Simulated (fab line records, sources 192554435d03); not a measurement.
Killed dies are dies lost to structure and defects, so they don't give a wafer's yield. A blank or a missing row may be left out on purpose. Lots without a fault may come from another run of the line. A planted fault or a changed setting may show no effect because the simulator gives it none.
fab line records | flow n5_finfet
record lots=7 wafers=21 last_day=17
route steps=1938 shown BEOL_M0_SAQP@651 BEOL_M4@1111
lots that met no fault: from a run of the same line without faults
start_h: hours from the record's first day to the start of the lot's first wafer shown | wait_h: hours since the lot's step before | " the same as in the row above | L1.1+2: a row that stands for several wafers | - no value, or no start given | * or withheld: withheld | < > ~ a bound
route shown NAME@n: a module of which the file shows steps, and the number in the route of the first | usual: mean/standard deviation of fault-free wafers | same: alike in all rows | chamber/n: place in a boat | sites: the reading at each site | _std_site: their standard deviation | _edge_site: outer sites' mean less inner sites' | radius_mm: how far each site lies from the wafer's centre | mask NAME#n: copy n | behind: the tool/chamber that last shaped the wafer | hold: why the lot was held/for how many hours/how that ended | device: the transistor (n, p or np) that didn't switch | end of line: the same wafers' tests at the end of the route | a step without rows: its recipe alone | killed: dies lost to structure and defects at the first sort, not the wafer's yield | map: a wafer's dies, x killed, . not, _ none there
set.NAME: the setting as run; set.NAME@STEP: as run at that earlier step | model.NAME: the simulator's own value behind a step, which no gauge read
lots at some steps of the route; a table a step, a row a wafer
services: from which hour (start_h, from the record's first day; less than 0 if before it) a tool's chamber was out of use, for how many hours, and why
## steps
# step N5_BEOL_M0_SAQP_INSPECT_16
# recipe mode=adi inspect_instrument=brightfield
# usual raw_defect_count=459/110
# columns lot.wafer tool chamber start_h wait_h raw_defect_count
L703.3 defect_inspect-02 - 114.46 0.0 377
L703.5 " - " " 291
L703.6 " - " " 472
L707.4 defect_inspect-02 - 144.62 0.0 401
L707.5 " - " " 481
L707.6 " - " " 609
L720.4 defect_inspect-01 - 219.61 0.0 500
L720.5 " - " " 444
L720.6 " - " " 342
L721.3 defect_inspect-01 - 223.26 0.0 495
L721.5 " - " " 420
L721.6 " - " " 373
L722.1 defect_inspect-02 - 226.79 0.0 388
L722.3 " - " " 435
L722.5 " - " " 572
L723.2 defect_inspect-02 - 230.44 0.0 406
L723.3 " - " " 484
L723.5 " - " " 342
L724.1 defect_inspect-01 - 241.31 0.0 365
L724.3 " - " " 404
L724.5 " - " " 432
# step N5_BEOL_M0_SAQP_DESCUM_19
# recipe chemistry=O2 time_s=7.9 source_power_w=50 bias_power_w=20 pressure_mtorr=20 rf_frequency_hz=2.712e+07 temp_c=40 resist=CAR-ArF o2_flow_sccm=225
# step N5_BEOL_M0_SAQP_ETCH_83
# recipe chemistry=CF4 target=SiARC target_depth_a=390 mask_material=CAR-ArF time_s=65 ion_energy_ev=80 pressure_mtorr=40 source_w=545 bias_w=36 Ar_flow_sccm=100 cf4_flow_sccm=100 ends=cleared
# step N5_BEOL_M0_SAQP_ETCH_84
# recipe chemistry=N2/H2 target=SOC target_depth_a=1000 overetch_a=200 mask_material=SiARC temp_c=40 time_s=150 ion_energy_ev=200 pressure_mtorr=30 source_w=840 bias_w=150 n2_flow_sccm=200 h2_flow_sccm=200
# step N5_BEOL_M0_SAQP_STRIP_80
# recipe chemistry=N2/H2 temp_c=40 n2_flow_sccm=200 h2_flow_sccm=200 rf_frequency_hz=6e+07
# step N5_BEOL_M0_SAQP_HM_OPEN_112
# recipe chemistry=CHF3/O2 target=SiO2 stop_on=a-Si target_depth_a=120 over_etch_frac=1.25 mask_material=SOC time_s=13.5 pressure_mtorr=30 source_w=650 bias_w=170 Ar_flow_sccm=200 CHF3_flow_sccm=50 O2_flow_sccm=5 ion_energy_ev=200 ends=end_point
# step N5_BEOL_M0_SAQP_STRIP_113
# recipe chemistry=CHF3/O2 resist=SiARC rf_frequency_hz=6e+07
# step N5_BEOL_M0_SAQP_MANDREL_ETCH_20
# recipe target_depth_a=600 chemistry=HBr/Cl2 target=a-Si stop_on=SiNx bt_time_s=10 mask_material=SOC over_etch_frac=0.5 time_s=30 pressure_mtorr=10 icp_w=800 bias_w=75 HBr_flow_sccm=150 Cl2_flow_sccm=80 ends=end_point
# usual drypump_motor_current_A=5.8/0.41 oes_product_au=0.776/0.012 throttle_valve_pct=35.42/0.28
# columns lot.wafer tool chamber start_h wait_h drypump_motor_current_A oes_product_au rf_hours_counter_h throttle_valve_pct
L703.3 rie_si-03 2 114.76 0.0 5.4 0.783 44 35.02
L703.5 " 1 " " 5.6 0.773 - 35.36
L703.6 " 2 " " 5.3 0.787 - 34.99
L707.4 rie_si-01 2 144.93 0.0 6.2 0.810 8 35.38
L707.5 " 3 " " 5.8 0.781 - 35.41
L707.6 " 0 " " 5.3 0.799 - 35.19
L720.4 rie_si-05 3 220.07 0.1 6.7 0.772 - 35.53
L720.5 " 1 " " 5.9 0.772 - 34.83
L720.6 " 0 " " 5.8 0.777 - 35.71
L721.3 rie_si-03 3 223.57 0.0 5.4 0.766 136 35.57
L721.5 " 2 " " 5.3 0.789 - 34.98
L721.6 " 1 " " 5.6 0.778 - 35.36
L722.1 rie_si-01 1 227.10 0.0 5.7 0.762 96 35.72
L722.3 " 0 " " 5.3 0.770 157 35.24
L722.5 " 2 " " 6.2 0.788 - 35.41
L723.2 rie_si-03 2 230.75 0.0 5.3 0.792 46 35.01
L723.3 " 1 " " 5.6 0.769 172 35.39
L723.5 " 3 " " 5.4 0.767 - 35.52
L724.1 rie_si-01 1 241.71 0.0 5.7 0.759 96 35.69
L724.3 " 0 " " 5.3 0.786 157 35.22
L724.5 " 1 " " 5.7 0.767 - 35.69
# step N5_BEOL_M0_SAQP_STRIP_86
# recipe chemistry=N2/H2 power_w=500 temp_c=40 pressure_mtorr=50 rf_frequency_hz=6e+07 overash_fraction=0.3 bias_power_w=28 h2_frac=0.5 n2_flow_sccm=300 h2_flow_sccm=300
# usual drypump_motor_current_A=5.6/0.47 oes_product_au=0.78/0.081 rf_vpp_V=122.0/1.5 showerhead_plenum_p_Torr=3.38/0.1 temp_c=40.01/0.1 throttle_valve_pct=18.8/0.38
# columns lot.wafer tool chamber start_h wait_h drypump_motor_current_A oes_product_au rf_hours_counter_h rf_vpp_V showerhead_plenum_p_Torr temp_c throttle_valve_pct
L703.3 rie_diel-05 0 114.90 0.1 6.5 0.70 212 123.0 3.32 40.04 19.1
L703.5 " 3 " " 5.5 0.78 - 119.2 3.24 40.02 18.9
L703.6 " 0 " " 6.5 0.69 - 122.6 3.32 39.94 19.1
L707.4 rie_diel-02 0 145.03 0.1 5.9 0.96 18 125.8 3.56 39.92 17.9
L707.5 " 1 " " 5.4 0.90 - 120.8 3.42 40.01 18.7
L707.6 " 2 " " 5.2 0.79 - 122.5 3.36 39.94 19.2
L720.4 rie_diel-02 3 220.13 0.0 5.8 0.73 185 122.2 3.47 40.01 18.5
L720.5 " 0 " " 5.9 0.91 - 126.4 3.54 40.21 18.0
L720.6 " 1 " " 5.4 0.86 - 122.3 3.41 40.07 18.7
L721.3 rie_diel-03 0 223.67 0.1 5.6 0.80 109 121.4 3.38 39.87 19.0
L721.5 " 0 " " 5.5 0.79 - 124.4 3.38 40.04 19.0
L721.6 " 1 " " 5.4 0.79 - 120.6 3.37 40.16 18.5
L722.1 rie_diel-02 2 227.29 0.1 5.2 0.77 176 121.4 3.35 39.84 19.2
L722.3 " 1 " " 5.4 0.86 49 120.6 3.41 40.02 18.7
L722.5 " 3 " " 5.8 0.72 - 121.9 3.46 40.00 18.6
L723.2 rie_diel-03 1 230.89 0.1 5.4 0.81 120 122.2 3.37 40.00 18.5
L723.3 " 3 " " 5.3 0.70 209 121.1 3.32 40.04 18.8
L723.5 " 0 " " 5.6 0.81 - 121.0 3.38 40.09 18.9
L724.1 rie_diel-02 1 241.80 0.1 5.4 0.87 54 122.8 3.41 40.15 18.7
L724.3 " 3 " " 5.8 0.72 193 123.2 3.46 39.81 18.6
L724.5 " 0 " " 5.9 0.90 - 122.5 3.54 39.93 18.0
# step N5_BEOL_M0_SAQP_STRIP_115
# recipe chemistry=post_etch_residue_remover time_s=60 temp_c=25 remover_ph=withheld remover_water_wt_pct=withheld remover_fluoride_wt_pct=withheld
# step N5_BEOL_M0_SAQP_SRD_93
# recipe dry=ipa_marangoni time_s=30 temp_c=23 rinse_liquid=diw
# step N5_BEOL_M0_SAQP_RECESS_114
# recipe chemistry=HF/NH3 target=SiO2 target_depth_a=144 afs_cycles=3 temp_c=30 sublimation_temp_c=180 sublimation_time_s=60
# usual drypump_motor_current_A=5.8/0.37 temp_c=30.04/0.11
# same afs_cycles=3
# columns lot.wafer tool chamber start_h wait_h drypump_motor_current_A temp_c
L703.3 vapor_etch-01 0 115.15 0.1 6.4 30.13
L703.5 " 0 " " 6.4 29.93
L703.6 " 1 " " 5.7 30.18
L707.4 vapor_etch-01 0 145.29 0.1 6.4 29.97
L707.5 " 0 " " 6.4 30.14
L707.6 " 1 " " 5.6 29.93
L720.4 vapor_etch-01 0 220.42 0.1 6.4 29.96
L720.5 " 1 " " 5.7 30.12
L720.6 " 0 " " 6.4 29.94
L721.3 vapor_etch-01 0 223.92 0.1 6.4 30.17
L721.5 " 0 " " 6.4 30.00
L721.6 " 1 " " 5.7 29.96
L722.1 vapor_etch-01 0 227.42 0.0 6.3 29.95
L722.3 " 1 " " 5.7 30.22
L722.5 " 1 " " 5.6 30.22
L723.2 vapor_etch-01 1 231.02 0.0 5.7 30.01
L723.3 " 1 " " 5.7 29.99
L723.5 " 1 " " 5.7 29.92
L724.1 vapor_etch-01 1 241.97 0.0 5.6 30.06
L724.3 " 1 " " 5.7 29.98
L724.5 " 0 " " 6.3 30.11
# step N5_BEOL_M0_SAQP_SPACER1_ALD_98
# recipe material=SiO2 target_thk_a=128 temp_c=300 ald_precursor_family=BDEAS ald_co_reactant=O2-plasma pulse_time_s=1 purge_time_s=2 co_reactant_purge_time_s=2 ald_cycles=138 pressure_torr=2
# usual ald_cycles=138/0 chamber_pressure_Torr=2.000/0.0043 heater_power_w=466/46 precursor_pulse_height_rel=0.998/0.02 susceptor_temp_C=300.03/0.18
# columns lot.wafer tool chamber start_h wait_h ald_cycles chamber_pressure_Torr heater_power_w precursor_pulse_height_rel susceptor_temp_C
L703.3 ald_sin-04 0 116.09 0.8 138 1.998 470 0.991 300.22
L703.5 " 1 " " 138 1.989 466 0.996 299.97
L703.6 " 0 " " 138 2.006 471 0.989 300.36
L707.4 ald_sin-03 3 145.55 0.1 138 1.999 449 1.004 299.84
L707.5 " 2 " " 138 2.000 446 1.032 300.03
L707.6 " 3 " " 138 2.002 438 0.979 300.20
L720.4 ald_sin-04 3 221.27 0.7 - - - - -
L720.5 " 1 " " - - - - -
L720.6 " 0 " " - - - - -
L721.3 ald_sin-03 1 224.18 0.1 - - - - -
L721.5 " 3 " " - - - - -
L721.6 " 0 " " - - - - -
L722.1 ald_sin-03 3 227.87 0.3 - - - - -
L722.3 " 1 " " - - - - -
L722.5 " 0 " " - - - - -
L723.2 ald_sin-03 2 231.41 0.3 138 1.997 438 0.978 299.95
L723.3 " 1 " " 138 1.991 466 0.976 300.03
L723.5 " 1 " " 138 2.001 477 1.008 300.16
L724.1 ald_sin-02 3 242.36 0.3 138 1.992 536 1.005 299.90
L724.3 " 0 " " 138 2.002 552 0.982 299.96
L724.5 " 3 " " 138 1.998 519 1.021 299.75
# step N5_BEOL_M0_SAQP_SPACER1_ETCHBACK_99
# recipe chemistry=CHF3/O2 mode=anisotropic_etchback target=SiO2 target_depth_a=154 time_s=7.7 pressure_mtorr=30 source_w=650 bias_w=170 Ar_flow_sccm=200 CHF3_flow_sccm=50 O2_flow_sccm=5 ion_energy_ev=200
# step N5_BEOL_M0_SAQP_MANDREL1_REMOVE_100
# recipe chemistry=HBr/Cl2/O2 bt_time_s=10 target=a-Si stop_on=SiNx endpoint=OES-SiCl over_etch_frac=0.85 icp_w=600 bias_w=30 HBr_flow_sccm=150 Cl2_flow_sccm=80 O2_flow_sccm=5 pressure_mtorr=10
# usual drypump_motor_current_A=5.7/0.4 oes_product_au=1.000/0.014 throttle_valve_pct=36.6/0.31
# columns lot.wafer tool chamber start_h wait_h drypump_motor_current_A oes_product_au rf_hours_counter_h throttle_valve_pct model.BEOL_M0_SAQP.cd_nm
L703.3 rie_si-05 3 116.67 0.1 6.7 0.995 13 36.8 12.8
L703.5 " 0 " " 5.8 0.998 - 37.0 12.8
L703.6 " 1 " " 5.9 0.991 - 36.1 12.8
L707.4 rie_si-05 1 146.12 0.1 5.9 0.994 27 36.1 12.8
L707.5 " 2 " " 5.5 0.983 - 36.7 12.8
L707.6 " 3 " " 6.7 0.998 - 36.8 12.8
L720.4 rie_si-03 0 221.83 0.1 5.6 1.009 90 37.2 41.4
L720.5 " 1 " " 5.6 0.985 - 36.6 41.2
L720.6 " 0 " " 5.6 1.013 - 37.2 40.6
L721.3 rie_si-03 2 224.75 0.1 5.3 1.015 46 36.3 43
L721.5 " 2 " " 5.3 1.023 - 36.3 42.6
L721.6 " 3 " " 5.4 0.988 - 36.8 42.8
L722.1 rie_si-03 2 228.43 0.1 5.3 1.027 46 36.3 42.2
L722.3 " 3 " " 5.4 1.009 137 36.8 42.6
L722.5 " 3 " " 5.4 1.020 - 36.8 42.4
L723.2 rie_si-01 2 231.97 0.1 6.2 1.021 10 36.6 12.8
L723.3 " 1 " " 5.6 0.978 96 37.0 12.8
L723.5 " 1 " " 5.7 0.968 - 37.0 12.8
L724.1 rie_si-05 1 242.92 0.1 5.9 0.982 29 36.1 13
L724.3 " 2 " " 5.5 0.978 22 36.7 13
L724.5 " 1 " " 5.9 0.994 - 36.1 13
# step N5_BEOL_M0_SAQP_CD_MEAS_25
# recipe target_cd_nm=13.1 landing_energy_ev=1000 detector=se_inlens
# usual cd_nm=12.85/0.2
# columns lot.wafer tool chamber start_h wait_h cd_nm
L703.3 cd_sem-03 0 116.78 0.1 13.00
L703.5 " 0 " " 12.94
L703.6 " 0 " " 12.76
L707.4 cd_sem-01 0 146.23 0.1 12.58
L707.5 " 0 " " 12.63
L707.6 " 0 " " 12.75
L720.4 cd_sem-03 0 221.95 0.1 -
L720.5 " 0 " " -
L720.6 " 0 " " -
L721.3 cd_sem-02 0 224.86 0.1 -
L721.5 " 0 " " -
L721.6 " 0 " " -
L722.1 cd_sem-01 0 228.54 0.1 -
L722.3 " 0 " " -
L722.5 " 0 " " -
L723.2 cd_sem-02 0 232.08 0.1 12.95
L723.3 " 0 " " 12.90
L723.5 " 0 " " 12.90
L724.1 cd_sem-01 0 243.03 0.1 13.02
L724.3 " 0 " " 13.08
L724.5 " 0 " " 12.90
# step N5_BEOL_M0_SAQP_ETCH_101
# recipe chemistry=CH3F/O2 target=SiNx mask_material=SiO2 target_depth_a=299 time_s=42.7 pressure_mtorr=30 source_w=395 bias_w=73 Ar_flow_sccm=150 CH3F_flow_sccm=30 O2_flow_sccm=20 ion_energy_ev=120
# step N5_BEOL_M0_SAQP_ETCH_102
# recipe chemistry=CF4 target=SiO2 target_depth_a=40 ion_energy_ev=350 time_s=4.4 pressure_mtorr=10 icp_w=800 bias_w=400 cf4_flow_sccm=80
# step N5_BEOL_M0_SAQP_MANDREL_ETCH_103
# recipe chemistry=HBr/Cl2 target=a-Si target_depth_a=450 bt_time_s=10 stop_on=SiCN mask_material=SiO2 over_etch_frac=0.8 time_s=27 pressure_mtorr=10 icp_w=800 bias_w=75 HBr_flow_sccm=150 Cl2_flow_sccm=80 ends=end_point
# usual drypump_motor_current_A=5.7/0.37 oes_product_au=0.685/0.011 throttle_valve_pct=35.42/0.28
# columns lot.wafer tool chamber start_h wait_h drypump_motor_current_A oes_product_au rf_hours_counter_h throttle_valve_pct
L703.3 rie_si-01 2 116.96 0.0 6.2 0.684 8 35.40
L703.5 " 2 " " 6.2 0.701 - 35.41
L703.6 " 1 " " 5.7 0.668 - 35.70
L707.4 rie_si-03 1 146.46 0.0 5.6 0.683 170 35.35
L707.5 " 1 " " 5.6 0.680 - 35.37
L707.6 " 0 " " 5.6 0.687 - 35.94
L720.4 rie_si-05 3 222.36 0.0 6.7 0.694 - 35.52
L720.5 " 1 " " 5.8 0.680 - 34.81
L720.6 " 0 " " 5.8 0.675 - 35.69
L721.3 rie_si-01 1 225.03 0.0 5.7 0.661 96 35.71
L721.5 " 0 " " 5.3 0.695 - 35.21
L721.6 " 1 " " 5.7 0.678 - 35.70
L722.1 rie_si-05 3 228.72 0.0 6.8 0.686 15 35.52
L722.3 " 1 " " 5.9 0.669 29 34.85
L722.5 " 3 " " 6.8 0.689 - 35.52
L723.2 rie_si-03 1 232.43 0.0 5.6 0.677 172 35.36
L723.3 " 3 " " 5.4 0.683 137 35.53
L723.5 " 2 " " 5.3 0.691 - 34.98
L724.1 rie_si-01 3 243.21 0.0 5.7 0.678 179 35.41
L724.3 " 2 " " 6.3 0.702 10 35.41
L724.5 " 2 " " 6.2 0.710 - 35.37
# step N5_BEOL_M0_SAQP_RECESS_104
# recipe chemistry=HF/NH3 target=SiO2 target_depth_a=180 afs_cycles=3 temp_c=30 sublimation_temp_c=180 sublimation_time_s=60
# usual drypump_motor_current_A=5.8/0.38 temp_c=29.99/0.12
# same afs_cycles=3
# columns lot.wafer tool chamber start_h wait_h drypump_motor_current_A temp_c
L703.3 vapor_etch-01 1 117.16 0.2 5.6 30.13
L703.5 " 1 " " 5.6 30.13
L703.6 " 0 " " 6.3 30.13
L707.4 vapor_etch-01 1 146.66 0.2 5.7 30.23
L707.5 " 0 " " 6.4 29.72
L707.6 " 1 " " 5.7 29.95
L720.4 vapor_etch-01 1 222.53 0.1 5.6 29.94
L720.5 " 1 " " 5.7 29.88
L720.6 " 0 " " 6.4 29.99
L721.3 vapor_etch-02 0 225.23 0.2 5.6 29.92
L721.5 " 1 " " 5.4 30.03
L721.6 " 0 " " 5.6 29.99
L722.1 vapor_etch-02 1 228.80 0.1 5.4 30.12
L722.3 " 0 " " 5.6 29.88
L722.5 " 1 " " 5.4 29.94
L723.2 vapor_etch-01 1 232.52 0.1 5.6 30.17
L723.3 " 0 " " 6.3 29.92
L723.5 " 1 " " 5.6 30.18
L724.1 vapor_etch-02 0 243.29 0.1 5.6 30.04
L724.3 " 0 " " 5.6 30.13
L724.5 " 0 " " 5.6 30.06
# step N5_BEOL_M0_SAQP_COAT_105
# recipe resist=SOC temp_c=250 time_s=60 spin_rpm=1500 resist_thk_nm=100
# step N5_BEOL_M0_SAQP_ETCH_106
# recipe chemistry=N2/H2 target=SOC target_depth_a=1500 stop_on=SiNx ion_energy_ev=100 bias_w=61 pressure_mtorr=30 source_w=850 n2_flow_sccm=200 h2_flow_sccm=200
# step N5_BEOL_M0_SAQP_ETCH_107
# recipe chemistry=CH3F/O2 target=SiNx target_depth_a=300 mask_material=SOC pressure_mtorr=30 source_w=395 bias_w=73 Ar_flow_sccm=150 CH3F_flow_sccm=30 O2_flow_sccm=20 ion_energy_ev=120
# step N5_BEOL_M0_SAQP_STRIP_108
# recipe chemistry=N2/H2 power_w=500 temp_c=40 pressure_mtorr=50 rf_frequency_hz=6e+07 overash_fraction=0.3 bias_power_w=28 h2_frac=0.5 n2_flow_sccm=300 h2_flow_sccm=300
# step N5_BEOL_M0_SAQP_RECESS_109
# recipe chemistry=HF/NH3 target=SiO2 target_depth_a=30 afs_cycles=1 temp_c=30 sublimation_temp_c=180 sublimation_time_s=60
# step N5_BEOL_M0_SAQP_SPACER2_ALD_26
# recipe material=SiO2 target_thk_a=150 temp_c=300 ald_precursor_family=BDEAS ald_co_reactant=O2-plasma pulse_time_s=1 purge_time_s=2 co_reactant_purge_time_s=2 pressure_torr=2
# step N5_BEOL_M0_SAQP_SPACER2_ETCHBACK_27
# recipe chemistry=CHF3/O2 mode=anisotropic_etchback target=SiO2 target_depth_a=225 time_s=11.25 pressure_mtorr=30 source_w=650 bias_w=170 Ar_flow_sccm=200 CHF3_flow_sccm=50 O2_flow_sccm=5 ion_energy_ev=200
# step N5_BEOL_M0_SAQP_MANDREL2_REMOVE_110
# recipe chemistry=HBr/Cl2/O2 bt_time_s=10 target=a-Si stop_on=SiCN endpoint=OES-SiCl over_etch_frac=1 icp_w=600 bias_w=30 HBr_flow_sccm=150 Cl2_flow_sccm=80 O2_flow_sccm=5 pressure_mtorr=10
# usual drypump_motor_current_A=5.7/0.38 oes_product_au=1.001/0.015 throttle_valve_pct=36.7/0.3
# columns lot.wafer tool chamber start_h wait_h drypump_motor_current_A oes_product_au rf_hours_counter_h throttle_valve_pct model.BEOL_M0_SAQP.cd_nm
L703.3 rie_si-05 2 118.44 0.1 5.5 0.993 20 36.7 15
L703.5 " 2 " " 5.5 0.991 - 36.6 15.2
L703.6 " 3 " " 6.8 0.990 - 36.8 15.2
L707.4 rie_si-03 0 147.93 0.0 5.6 1.011 89 37.2 15
L707.5 " 3 " " 5.4 1.005 - 36.8 15
L707.6 " 2 " " 5.3 1.023 - 36.3 15
L720.4 rie_si-01 2 223.80 0.1 6.2 1.033 10 36.7 40.8
L720.5 " 1 " " 5.7 0.967 - 37.0 40.8
L720.6 " 0 " " 5.3 1.007 - 36.5 40
L721.3 rie_si-03 1 226.82 0.1 5.5 0.991 172 36.6 44
L721.5 " 2 " " 5.3 1.034 - 36.3 43.8
L721.6 " 1 " " 5.6 1.002 - 36.6 43.6
L722.1 rie_si-01 1 230.20 0.1 5.6 0.968 96 37.0 42
L722.3 " 2 " " 6.2 1.020 10 36.7 42.2
L722.5 " 1 " " 5.7 0.965 - 37.0 42.2
L723.2 rie_si-05 0 234.01 0.1 5.8 0.997 125 37.0 15
L723.3 " 3 " " 6.7 0.988 15 36.8 14.8
L723.5 " 2 " " 5.5 0.985 - 36.7 14.8
L724.1 rie_si-03 3 244.68 0.1 5.4 0.994 137 36.8 15.2
L724.3 " 0 " " 5.6 1.014 90 37.2 15.2
L724.5 " 2 " " 5.4 1.021 - 36.3 15.2
# step N5_BEOL_M0_SAQP_CD_MEAS_29
# recipe target_cd_nm=14.4 landing_energy_ev=1000 detector=se_inlens
# usual cd_nm=14.99/0.23
# columns lot.wafer tool chamber start_h wait_h cd_nm
L703.3 cd_sem-02 0 118.55 0.1 14.87
L703.5 " 0 " " 15.25
L703.6 " 0 " " 15.03
L707.4 cd_sem-02 0 148.05 0.1 14.73
L707.5 " 0 " " 14.81
L707.6 " 0 " " 14.74
L720.4 cd_sem-01 0 223.92 0.1 -
L720.5 " 0 " " -
L720.6 " 0 " " -
L721.3 cd_sem-01 0 226.93 0.1 -
L721.5 " 0 " " -
L721.6 " 0 " " -
L722.1 cd_sem-02 0 230.31 0.1 -
L722.3 " 0 " " -
L722.5 " 0 " " -
L723.2 cd_sem-02 0 234.13 0.1 15.14
L723.3 " 0 " " 14.63
L723.5 " 0 " " 14.46
L724.1 cd_sem-03 0 244.79 0.1 15.20
L724.3 " 0 " " 15.23
L724.5 " 0 " " 15.10
# step N5_BEOL_M4_RC_MEAS_101
# usual DIBL_N=36.4/1.5 DIBL_P=36.6/1.9 IOFF_N=0.155/0.021 IOFF_P=0.211/0.028 ION_N=671/8.6 ION_P=462/5.8 SS_N=71.5/0.5 SS_P=73.4/0.58 VT_N=250.1/2.4 VT_P=-250.1/3
# columns lot.wafer tool chamber start_h wait_h DIBL_N[mV/V] DIBL_P[mV/V] IOFF_N[nA/um] IOFF_P[nA/um] ION_N[uA/um] ION_P[uA/um] SS_N[mV/dec] SS_P[mV/dec] VT_N[mV] VT_P[mV]
L703.3 prober-01 0 176.79 0.3 37.1 37.4 0.171 0.216 674 460 72.2 73.8 250.8 -251.0
L703.5 " 0 " " 34.4 33.9 0.128 0.171 661 451 70.4 73.1 252.5 -251.1
L703.6 " 0 " " 36.4 37.1 0.157 0.220 668 459 71.5 73.1 250.2 -249.9
L707.4 prober-01 0 191.08 0.5 34.7 35.2 0.135 0.227 659 461 71.0 73.1 252.8 -248.1
L707.5 " 0 " " 33.6 33.5 0.119 0.195 660 462 71.0 72.6 255.6 -248.2
L707.6 " 0 " " 33.8 33.9 0.128 0.205 658 452 70.2 72.9 253.1 -251.0
L724.1 prober-01 0 297.26 0.0 35.2 35.6 0.151 0.193 671 461 72.0 72.9 250.0 -251.9
L724.3 " 0 " " 34.2 34.3 0.145 0.181 672 460 71.6 72.7 252.7 -252.8
L724.5 " 0 " " 33.5 33.9 0.131 0.171 664 457 71.2 72.7 252.5 -252.1
L723.2 prober-01 0 303.97 0.2 38.0 39.2 0.164 0.232 663 458 72.0 74.1 253.2 -247.9
L723.3 " 0 " " 38.0 39.1 0.172 0.229 680 469 71.4 73.5 248.9 -248.7
L723.5 " 0 " " 39.2 40.8 0.197 0.266 677 465 71.9 74.4 247.6 -245.2
## services
# columns tool chamber start_h hours kind
rie_si-01 2 108.49 2.1 repair
rie_diel-02 1 110.06 6.0 repair
rie_si-01 1 119.99 5.5 repair
rie_si-05 1 129.49 1.0 repair
rie_diel-03 - 130.92 0.7 repair
rie_si-05 - 135.91 0.4 repair
rie_diel-02 - 140.34 0.4 repair
ald_sin-03 2 148.19 5.8 repair
rie_diel-03 1 149.89 4.6 repair
rie_si-03 0 150.46 5.1 repair
ald_sin-04 2 163.53 5.6 repair
ald_sin-03 - 176.83 14.0 pm
ald_sin-03 0 176.83 14.0 vent_cycle
ald_sin-03 1 176.83 14.0 vent_cycle
ald_sin-03 2 176.83 14.0 vent_cycle
ald_sin-03 3 176.83 14.0 vent_cycle
vapor_etch-01 1 182.84 4.5 repair
vapor_etch-01 - 198.82 4.3 pm
rie_si-05 2 214.22 17.7 repair
vapor_etch-02 1 214.67 0.9 repair
rie_diel-05 0 215.24 3.8 repair
ald_sin-02 - 231.81 0.7 repair
ald_sin-02 2 241.20 7.5 repair
rie_diel-02 - 243.38 28.1 pm
## key
first_sign step=N5_BEOL_M0_SAQP_SPACER1_ALD_98 reading=tool_record direction=missing
effect step=N5_BEOL_M0_SAQP_CD_MEAS_25 reading=cd_nm direction=missing
effect step=N5_BEOL_M0_SAQP_CD_MEAS_29 reading=cd_nm direction=missing
model_effect step=N5_BEOL_M0_SAQP_MANDREL1_REMOVE_100 value=BEOL_M0_SAQP.cd_nm without=12.82 struck=42.09
model_effect step=N5_BEOL_M0_SAQP_MANDREL2_REMOVE_110 value=BEOL_M0_SAQP.cd_nm without=15.11 struck=42.16
met_at N5_BEOL_M0_SAQP_SPACER1_ALD_98
struck_wafers L720.4,L720.5,L720.6,L721.3,L721.5,L721.6,L722.1,L722.3,L722.5
later_rows_left_out L720.4,L720.5,L720.6,L721.3,L721.5,L721.6,L722.1,L722.3,L722.5
sort_left_out L720.4,L720.5,L720.6,L721.3,L721.5,L721.6,L722.1,L722.3,L722.5
onset_between 145.55 221.27
fault kind=skipped_step_whole tool=ald_sin-03,ald_sin-04 chamber=- onset_h=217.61 steps=N5_BEOL_M0_SAQP_SPACER1_ALD_98 scope=struck_lots_only
# sort_left_out: the simulated sort isn't trusted on such a fault, so these wafers' sort isn't shown, and their yield isn't known
# later_rows_left_out: the simulator's readings of these wafers behind a module that went badly wrong aren't trusted and aren't shown, but for the sort
